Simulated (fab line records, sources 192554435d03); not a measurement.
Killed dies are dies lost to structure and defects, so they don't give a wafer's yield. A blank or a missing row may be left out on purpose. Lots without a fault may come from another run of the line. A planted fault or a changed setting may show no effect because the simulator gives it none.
Problem report in the 8D (eight disciplines) form, filled by code | flow n5_finfet | the parts of the form that need people (team, actions taken, sign-off) are left out

1. THE PROBLEM
killed_at_M0_to_M3 at N5_PASSIVATION_PROBE_49 reads a mean of 1164 on 6 wafers of 2 lots; wafers without a fault read 33 with a standard deviation of 9.5. That is +99 or more standard deviations from the usual mean.
First seen on wafer L585.4, day 15 21:06, on prober-02. The record holds 8 wafers of 3 lots with a number at this step. Rule for "out", or "out of limits": more than 4 standard deviations from the usual mean. The other wafers with a number count as sound.

2. WHAT IT IS AND WHAT IT IS NOT
question                    | is                                                                                                                     | is not
which readings at this step | killed_at_M0_to_M3, defect_limited_yield, killed_dies, killed_on_rim, sort_bin_5_function, sort_n_pass, sort_yield_pct | killed_at_contacts, killed_at_other, sort_bin_6_memory, sort_bin_8_speed
which lots                  | L584, L585                                                                                                             | L581
which wafers of those lots  | all that have a number                                                                                                 | -
read on which tools         | prober-01, prober-02                                                                                                   | -
when                        | from day 15 21:06                                                                                                      | up to then (0 sound wafers); but 2 sound wafers of L581 came after

3. SUSPECTS, AND WHAT RULES EACH OUT
Counting: a tool at a process step up to the reading stays a suspect if it ran every lot that is out and no sound lot after the first of them.
- pecvd-02 at N5_BEOL_M2_ILD_DEP_00 (deposits SiOC from DEMS/O2, target thk 79 nm, time 15.3 s): kept. It ran every lot that is out, first L584 (day 9 22:42), and no sound lot after that.
- pecvd-01 at N5_BEOL_M2_PECVD_72 (deposits SiO2 from TEOS/O2, target thk 16 nm, time 18 s): kept. It ran every lot that is out, first L584 (day 9 22:49), and no sound lot after that.
Left after counting: pecvd-02 at N5_BEOL_M2_ILD_DEP_00, pecvd-01 at N5_BEOL_M2_PECVD_72.

4. THE CAUSE (what the simulator had put in)
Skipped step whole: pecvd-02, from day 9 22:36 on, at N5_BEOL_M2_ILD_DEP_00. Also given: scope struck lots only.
Counting left 2 suspects, and this tool is among them.

5. THE CHAIN OF EFFECTS, in route order
Each row: a reading whose mean over the struck wafers that have a number lies more than 3 standard deviations from the usual. Only readings for which the record gives a usual standard deviation are gone through. hours: the time from each lot's start at the first step in this table that gives one to its start at this step, as a median over the lots. sigmas: the change in usual standard deviations.
hours | step                    | reading              | usual  | on struck wafers | change | sigmas
0     | N5_PASSIVATION_PROBE_49 | defect_limited_yield | 91.2 % | 0.0              | -91.2  | -65
0     | N5_PASSIVATION_PROBE_49 | killed_at_M0_to_M3   | 33     | 1164             | +1132  | +99 or more
0     | N5_PASSIVATION_PROBE_49 | killed_dies          | 104    | 1180             | +1076  | +63
0     | N5_PASSIVATION_PROBE_49 | killed_on_rim        | 14     | 152              | +138   | +34
0     | N5_PASSIVATION_PROBE_49 | killed_open          | 67     | 16               | -52    | -4.3
0     | N5_PASSIVATION_PROBE_49 | killed_short         | 33     | 8                | -25    | -3.3
0     | N5_PASSIVATION_PROBE_49 | sort_bin_5_function  | 5.1 %  | 72.3             | +67.2  | +72
0     | N5_PASSIVATION_PROBE_49 | sort_n_pass          | 1074   | 0                | -1074  | -45
0     | N5_PASSIVATION_PROBE_49 | sort_yield_pct       | 91.1 % | 0.0              | -91.1  | -46
The process steps in it:
- N5_PASSIVATION_PROBE_49
Readings that are blank on the struck wafers while sound wafers have them: chamber_pressure_Torr at N5_BEOL_M2_ILD_DEP_00; heater_power_outer_w at N5_BEOL_M2_ILD_DEP_00; heater_power_w at N5_BEOL_M2_ILD_DEP_00; showerhead_plenum_p_Torr at N5_BEOL_M2_ILD_DEP_00; throttle_valve_pct at N5_BEOL_M2_ILD_DEP_00; trench_depth_nm at N5_BEOL_M2_OCD_MEAS_38.

6. WHAT WOULD HAVE CAUGHT IT SOONER
In this record the first reading out of limits was taken at day 15 21:06, 143 hours after the fault began at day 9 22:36.
Between N5_BEOL_M2_ILD_DEP_00 and N5_PASSIVATION_PROBE_49, N5_BEOL_M2_OCD_MEAS_38 gave no trench_depth_nm on the struck wafers, where sound wafers have one: a measuring or inspecting step that comes back empty is itself a sign.
At N5_BEOL_M2_ILD_DEP_00 the tool's readings are blank on the struck wafers, where sound wafers have them: an empty tool record is the first sign, and it was there at once.
All the lots that are out (2) had begun N5_BEOL_M2_ILD_DEP_00 on pecvd-02 by day 15 21:06. A hold on the tool at that time would have spared none of them.
